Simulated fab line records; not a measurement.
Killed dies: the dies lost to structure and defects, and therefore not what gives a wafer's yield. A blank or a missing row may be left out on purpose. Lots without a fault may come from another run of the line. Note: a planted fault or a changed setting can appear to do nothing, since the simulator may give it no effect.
Which tool is to blame? + flow nandHarc + Sampling: 14 lots, 40 wafers, 4 of 1159 route steps

## WHAT THE GAUGES READ, wafer by wafer
NHARC_A_SOURCE_PLATE_INSPECT_08.
| lot  | measured     | on               | rawDefectCount |
|------|--------------|------------------|----------------|
| L851 | day 7 08:12  | defectInspect-01 | 71 40 45       |
| L852 | day 7 08:12  | defectInspect-02 | 51 34 42       |
| L853 | day 8 07:10  | defectInspect-02 | 41 93 63       |
| L854 | day 8 07:10  | defectInspect-01 | 21 44 24       |
| L856 | day 8 07:11  | defectInspect-01 | 53 44 62       |
| L855 | day 8 16:01  | defectInspect-01 | 40 43 40       |
| L858 | day 9 06:13  | defectInspect-02 | 95 137 66      |
| L857 | day 9 06:13  | defectInspect-01 | 52 64 42       |
| L860 | day 9 22:56  | defectInspect-02 | 68 99 64       |
| L861 | day 10 04:46 | defectInspect-01 | 81 94 60       |
| L864 | day 11 09:49 | defectInspect-01 | 53 54 68       |
| L863 | day 11 09:49 | defectInspect-02 | 49 33 35       |
| L868 | day 11 17:56 | defectInspect-01 | 71 57          |
| L873 | day 12 21:38 | defectInspect-01 | 81 32          |

NHARC_A_ONON_D1_THK_MEAS_05: measures by ellipsometry.
| lot  | measured     | on           | thkNm (nm)     |
|------|--------------|--------------|----------------|
| L851 | day 7 09:20  | filmMetro-01 | 999 998 1000   |
| L852 | day 7 09:20  | filmMetro-01 | 1005 1003 1003 |
| L853 | day 8 08:19  | filmMetro-01 | 1002 1000 1004 |
| L854 | day 8 08:19  | filmMetro-02 | 1004 1007 1005 |
| L856 | day 8 08:20  | filmMetro-01 | 983 985 985    |
| L855 | day 8 17:28  | filmMetro-01 | 996 993 994    |
| L858 | day 9 07:22  | filmMetro-02 | 1011 1010 1009 |
| L857 | day 9 07:22  | filmMetro-01 | 1013 1013 1011 |
| L860 | day 10 00:05 | filmMetro-02 | 979 982 981    |
| L861 | day 10 05:55 | filmMetro-01 | 995 994 996    |
| L864 | day 11 11:26 | filmMetro-02 | 1000 1000 1000 |
| L863 | day 11 11:18 | filmMetro-01 | 990 991 990    |
| L868 | day 11 19:05 | filmMetro-01 | 882 971        |
| L873 | day 12 22:47 | filmMetro-01 | 909 998        |

## WHICH TOOL RAN EACH LOT (tool, then ch and the chambers of the sampled wafers, then the start)
| lot  | NHARC_P_BONDPAD_DEGAS_25    | NHARC_A_ONON_D1_DEP_03          |
|------|-----------------------------|---------------------------------|
| L851 | pvdSputter-01, day 6 00:18  | pecvdOnon-03 ch 0, day 7 08:49  |
| L852 | pvdSputter-02, day 6 09:34  | pecvdOnon-01 ch 0, day 7 08:50  |
| L853 | pvdSputter-02, day 7 06:25  | pecvdOnon-03 ch 0, day 8 07:48  |
| L854 | pvdSputter-02, day 7 07:49  | pecvdOnon-02 ch 0, day 8 07:49  |
| L856 | pvdSputter-01, day 7 08:31  | pecvdOnon-01 ch 0, day 8 07:52  |
| L855 | pvdSputter-02, day 7 15:12  | pecvdOnon-02 ch 0, day 8 17:02  |
| L858 | pvdSputter-01, day 8 05:14  | pecvdOnon-03 ch 0, day 9 06:58  |
| L857 | pvdSputter-02, day 8 05:37  | pecvdOnon-02 ch 0, day 9 06:55  |
| L860 | pvdSputter-03, day 8 22:01  | pecvdOnon-01 ch 0, day 9 23:34  |
| L861 | pvdSputter-01, day 9 03:43  | pecvdOnon-03 ch 0, day 10 05:24 |
| L864 | pvdSputter-02, day 10 08:58 | pecvdOnon-01 ch 0, day 11 10:55 |
| L863 | pvdSputter-03, day 10 09:23 | pecvdOnon-02 ch 0, day 11 10:47 |
| L868 | pvdSputter-02, day 10 20:48 | pecvdOnon-01 ch 0, day 11 18:45 |
| L873 | pvdSputter-03, day 11 20:39 | pecvdOnon-01 ch 0, day 12 22:16 |
- NHARC_P_BONDPAD_DEGAS_25: time 60 s.
- NHARC_A_ONON_D1_DEP_03: target thk 1000 nm.

## WHAT THE TOOLS THEMSELVES READ (means of the sampled wafers that have a number; where no wafer has one, the mark that the record gives instead)
NHARC_P_BONDPAD_DEGAS_25.
| lot  | tool          | heaterPowerW (W) |
|------|---------------|------------------|
| L851 | pvdSputter-01 | 524              |
| L852 | pvdSputter-02 | 461              |
| L853 | pvdSputter-02 | 488              |
| L854 | pvdSputter-02 | 495              |
| L856 | pvdSputter-01 | 508              |
| L855 | pvdSputter-02 | 534              |
| L858 | pvdSputter-01 | 484              |
| L857 | pvdSputter-02 | 457              |
| L860 | pvdSputter-03 | 431              |
| L861 | pvdSputter-01 | 419              |
| L864 | pvdSputter-02 | 499              |
| L863 | pvdSputter-03 | 435              |
| L868 | pvdSputter-02 | 523              |
| L873 | pvdSputter-03 | 438              |

## THE ANSWER, worked out from the rows above alone
Rule: usual is defined by the lots themselves. Put in order of their means at a reading, lots are off if they are a third of the lots or fewer, leave a main group of 4 or more, and stand apart from it by a gap of 3 or more times the standard deviation of the main group's means; of several such gaps the widest counts. A main group whose means are all the same, to the digits that the tables above print for the reading, isn't used. A lot without any number at a reading at which 4 lots or more have one is off too. Where the step has rows for the other lots, those lots are counted as sound. First the gauges in route order, then the tools' own readings, where a lot's mean is used as printed above. The first step at which some lot is off is used, and at that step the reading that is off furthest; a lot without a number counts as furthest.
No lot is off on any of the readings shown, so nothing can be concluded from this.

## WHAT WAS PUT IN BY THE SIMULATOR
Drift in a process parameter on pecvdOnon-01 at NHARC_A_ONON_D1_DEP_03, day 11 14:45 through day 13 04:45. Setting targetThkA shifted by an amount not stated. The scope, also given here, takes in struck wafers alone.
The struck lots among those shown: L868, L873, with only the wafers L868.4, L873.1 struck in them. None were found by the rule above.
